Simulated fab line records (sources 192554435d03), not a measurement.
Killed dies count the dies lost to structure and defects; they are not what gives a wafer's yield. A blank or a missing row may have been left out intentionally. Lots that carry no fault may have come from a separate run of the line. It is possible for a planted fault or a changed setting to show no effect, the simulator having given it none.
Chamber matching || flow n5 finfet || N5_FIN_CUT_DESCUM_13 on rie diel-02: 4 sister chambers
The step chemistry O2, time 7 s. 8 wafers are shown with their chamber, then 9 later ones without.

== EACH WAFER AND ITS CHAMBER ==
{"wafer": "L076.4", "chamber": 3, "showerhead plenum p Torr (Torr)": 2.12, "drypump motor current A (A)": 5.5}
{"wafer": "L080.4", "chamber": 1, "showerhead plenum p Torr (Torr)": 2.06, "drypump motor current A (A)": 5.2}
{"wafer": "L080.5", "chamber": 1, "showerhead plenum p Torr (Torr)": 2.06, "drypump motor current A (A)": 5.2}
{"wafer": "L082.1", "chamber": 0, "showerhead plenum p Torr (Torr)": 1.94, "drypump motor current A (A)": 5.0}
{"wafer": "L082.6", "chamber": 2, "showerhead plenum p Torr (Torr)": 2.06, "drypump motor current A (A)": 5.7}
{"wafer": "L086.1", "chamber": 0, "showerhead plenum p Torr (Torr)": 1.94, "drypump motor current A (A)": 5.0}
{"wafer": "L086.4", "chamber": 3, "showerhead plenum p Torr (Torr)": 2.11, "drypump motor current A (A)": 5.4}
{"wafer": "L086.6", "chamber": 2, "showerhead plenum p Torr (Torr)": 2.06, "drypump motor current A (A)": 5.8}

== WAFERS WHOSE CHAMBER IS MISSING ==
{"wafer": "L087.1", "showerhead plenum p Torr (Torr)": 2.11, "drypump motor current A (A)": 5.4}
{"wafer": "L087.2", "showerhead plenum p Torr (Torr)": 2.06, "drypump motor current A (A)": 5.2}
{"wafer": "L087.3", "showerhead plenum p Torr (Torr)": 1.94, "drypump motor current A (A)": 5.0}
{"wafer": "L089.4", "showerhead plenum p Torr (Torr)": 2.06, "drypump motor current A (A)": 5.8}
{"wafer": "L089.5", "showerhead plenum p Torr (Torr)": 1.94, "drypump motor current A (A)": 5.0}
{"wafer": "L089.6", "showerhead plenum p Torr (Torr)": 2.11, "drypump motor current A (A)": 5.5}
{"wafer": "L092.1", "showerhead plenum p Torr (Torr)": 2.10, "drypump motor current A (A)": 5.4}
{"wafer": "L092.4", "showerhead plenum p Torr (Torr)": 2.06, "drypump motor current A (A)": 5.2}
{"wafer": "L092.5", "showerhead plenum p Torr (Torr)": 1.93, "drypump motor current A (A)": 5.0}

== WHICH CHAMBER EACH WENT THROUGH ==
{"wafer": "L087.1", "from the rows above": 3, "in truth": 3}
{"wafer": "L087.2", "from the rows above": 1, "in truth": 1}
{"wafer": "L087.3", "from the rows above": 0, "in truth": 0}
{"wafer": "L089.4", "from the rows above": 2, "in truth": 2}
{"wafer": "L089.5", "from the rows above": 0, "in truth": 0}
{"wafer": "L089.6", "from the rows above": 3, "in truth": 3}
{"wafer": "L092.1", "from the rows above": 3, "in truth": 3}
{"wafer": "L092.4", "from the rows above": 1, "in truth": 1}
{"wafer": "L092.5", "from the rows above": 0, "in truth": 0}
Correct placement for 9 of the 9. Not placeable from these rows: 0. Placed wrongly: 0.
How it was worked out, from the rows above alone: a wafer's distance from a chamber is the root of the sum, over the readings, of the square of ((its reading less the chamber's mean) divided by the reading's scatter). The wafer belongs to the nearest chamber; if the next one is less than 2 further off, it can't be placed. Each chamber's mean is taken over the wafers shown for it. The scatter: the root of (the sum of the squares of (reading less its chamber's mean) over the shown wafers, divided by (wafers less chambers)).
